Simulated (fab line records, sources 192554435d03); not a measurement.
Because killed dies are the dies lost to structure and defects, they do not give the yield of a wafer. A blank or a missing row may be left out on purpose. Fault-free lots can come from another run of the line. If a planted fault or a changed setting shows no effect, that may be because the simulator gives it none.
Which tool did it? || flow n5 finfet || 11 lots, 32 wafers sampled, at 2 steps of a route of 1938

WHAT THE GAUGES SHOWED, per wafer
N5_BEOL_M7_CD_MEAS_28: the cd target is 40 nm.
{"lot": "L460", "measured": "day 10 02:25", "on": "cd sem-02", "cd nm (nm)": "40.01 39.19 40.01"}
{"lot": "L459", "measured": "day 10 02:56", "on": "cd sem-02", "cd nm (nm)": "40.21 39.98 39.83"}
{"lot": "L461", "measured": "day 10 08:10", "on": "cd sem-02", "cd nm (nm)": "39.76 40.39 40.05"}
{"lot": "L463", "measured": "day 10 09:27", "on": "cd sem-01", "cd nm (nm)": "39.84 40.19 39.93"}
{"lot": "L464", "measured": "day 10 14:04", "on": "cd sem-02", "cd nm (nm)": "40.12 40.02 40.03"}
{"lot": "L467", "measured": "day 12 02:04", "on": "cd sem-01", "cd nm (nm)": "39.95 40.30 39.81"}
{"lot": "L468", "measured": "day 12 04:27", "on": "cd sem-01", "cd nm (nm)": "39.74 39.98 39.80"}
{"lot": "L470", "measured": "day 12 10:31", "on": "cd sem-02", "cd nm (nm)": "40.49 40.07"}
{"lot": "L472", "measured": "day 13 01:13", "on": "cd sem-02", "cd nm (nm)": "39.94 40.24 40.00"}
{"lot": "L477", "measured": "day 14 08:26", "on": "cd sem-03", "cd nm (nm)": "39.67 40.30 40.13"}
{"lot": "L478", "measured": "day 14 11:16", "on": "cd sem-02", "cd nm (nm)": "39.90 40.18 39.91"}

EACH LOT AND THE TOOL THAT RAN IT (in order: tool; ch and the chambers of the sampled wafers; start)
{"lot": "L460", "N5_BEOL_M7_STRIP_67": "rie diel-02 ch 0,3, day 10 01:46"}
{"lot": "L459", "N5_BEOL_M7_STRIP_67": "rie diel-02 ch 0,1,2, day 10 02:17"}
{"lot": "L461", "N5_BEOL_M7_STRIP_67": "rie diel-03 ch 0,3, day 10 07:38"}
{"lot": "L463", "N5_BEOL_M7_STRIP_67": "rie diel-03 ch 1,2,3, day 10 08:55"}
{"lot": "L464", "N5_BEOL_M7_STRIP_67": "rie diel-02 ch 1,2, day 10 13:22"}
{"lot": "L467", "N5_BEOL_M7_STRIP_67": "rie diel-02 ch 1,3, day 12 00:55"}
{"lot": "L468", "N5_BEOL_M7_STRIP_67": "rie diel-01 ch 0,1,2, day 12 03:45"}
{"lot": "L470", "N5_BEOL_M7_STRIP_67": "rie diel-01 ch 3, day 12 07:23"}
{"lot": "L472", "N5_BEOL_M7_STRIP_67": "rie diel-01 ch 0,2,3, day 12 23:40"}
{"lot": "L477", "N5_BEOL_M7_STRIP_67": "rie diel-03 ch 1,2, day 14 03:41"}
{"lot": "L478", "N5_BEOL_M7_STRIP_67": "rie diel-03 ch 2,3, day 14 10:37"}
- N5_BEOL_M7_STRIP_67: strips in CF4.

AS READ BY THE TOOLS THEMSELVES (means over the sampled wafers that have a number; for cases with no such wafer, the mark the record gives instead)
N5_BEOL_M7_STRIP_67.
{"lot": "L460", "tool": "rie diel-02", "drypump motor current A (A)": 5.4, "oes product au (a.u.)": 0.86, "rf vpp V (V)": 273.0, "showerhead plenum p Torr (Torr)": 1.88, "throttle valve pct (%)": 13.36}
{"lot": "L459", "tool": "rie diel-02", "drypump motor current A (A)": 5.8, "oes product au (a.u.)": 0.72, "rf vpp V (V)": 270.5, "showerhead plenum p Torr (Torr)": 1.79, "throttle valve pct (%)": 13.60}
{"lot": "L461", "tool": "rie diel-03", "drypump motor current A (A)": 6.2, "oes product au (a.u.)": 0.73, "rf vpp V (V)": 271.7, "showerhead plenum p Torr (Torr)": 1.84, "throttle valve pct (%)": 13.73}
{"lot": "L463", "tool": "rie diel-03", "drypump motor current A (A)": 5.6, "oes product au (a.u.)": 0.77, "rf vpp V (V)": 272.4, "showerhead plenum p Torr (Torr)": 1.83, "throttle valve pct (%)": 13.64}
{"lot": "L464", "tool": "rie diel-02", "drypump motor current A (A)": 6.2, "oes product au (a.u.)": 0.72, "rf vpp V (V)": 270.3, "showerhead plenum p Torr (Torr)": 1.77, "throttle valve pct (%)": 13.61}
{"lot": "L467", "tool": "rie diel-02", "drypump motor current A (A)": 5.6, "oes product au (a.u.)": 0.85, "rf vpp V (V)": 272.5, "showerhead plenum p Torr (Torr)": 1.86, "throttle valve pct (%)": 13.29}
{"lot": "L468", "tool": "rie diel-01", "drypump motor current A (A)": 5.8, "oes product au (a.u.)": 0.80, "rf vpp V (V)": 272.3, "showerhead plenum p Torr (Torr)": 1.85, "throttle valve pct (%)": 13.50}
{"lot": "L470", "tool": "rie diel-01", "drypump motor current A (A)": 6.3, "oes product au (a.u.)": 0.71, "rf vpp V (V)": 270.6, "showerhead plenum p Torr (Torr)": 1.80, "throttle valve pct (%)": 13.80}
{"lot": "L472", "tool": "rie diel-01", "drypump motor current A (A)": 5.9, "oes product au (a.u.)": 0.75, "rf vpp V (V)": 271.5, "showerhead plenum p Torr (Torr)": 1.82, "throttle valve pct (%)": 13.61}
{"lot": "L477", "tool": "rie diel-03", "drypump motor current A (A)": 5.3, "oes product au (a.u.)": 0.79, "rf vpp V (V)": 271.7, "showerhead plenum p Torr (Torr)": 1.79, "throttle valve pct (%)": 13.56}
{"lot": "L478", "tool": "rie diel-03", "drypump motor current A (A)": 5.6, "oes product au (a.u.)": 0.73, "rf vpp V (V)": 271.3, "showerhead plenum p Torr (Torr)": 1.81, "throttle valve pct (%)": 13.71}

THE ANSWER, worked out from the rows above alone
Rule: what is usual is taken from the lots themselves. The widest of any qualifying gaps counts: lots, ordered by their means at a reading, are off when they make up no more than a third of the lots, leave a main group of 4 or more, and stand apart from it by 3 or more times the standard deviation of that group's means. Not used: any main group whose means are identical at the precision the tables above print for the reading. A lot without any number at a reading at which 4 lots or more have one is off too. Any other lot the step has rows for is counted as sound. First the gauges in route order, then the tools' own readings, where a lot's mean is used as printed above. At the first step where some lot is off, the reading lying furthest off is the one used; lots without a number count as furthest.
Across all readings shown, no lot is off: no conclusion can be drawn from this.

WHAT THE SIMULATOR PUT IN
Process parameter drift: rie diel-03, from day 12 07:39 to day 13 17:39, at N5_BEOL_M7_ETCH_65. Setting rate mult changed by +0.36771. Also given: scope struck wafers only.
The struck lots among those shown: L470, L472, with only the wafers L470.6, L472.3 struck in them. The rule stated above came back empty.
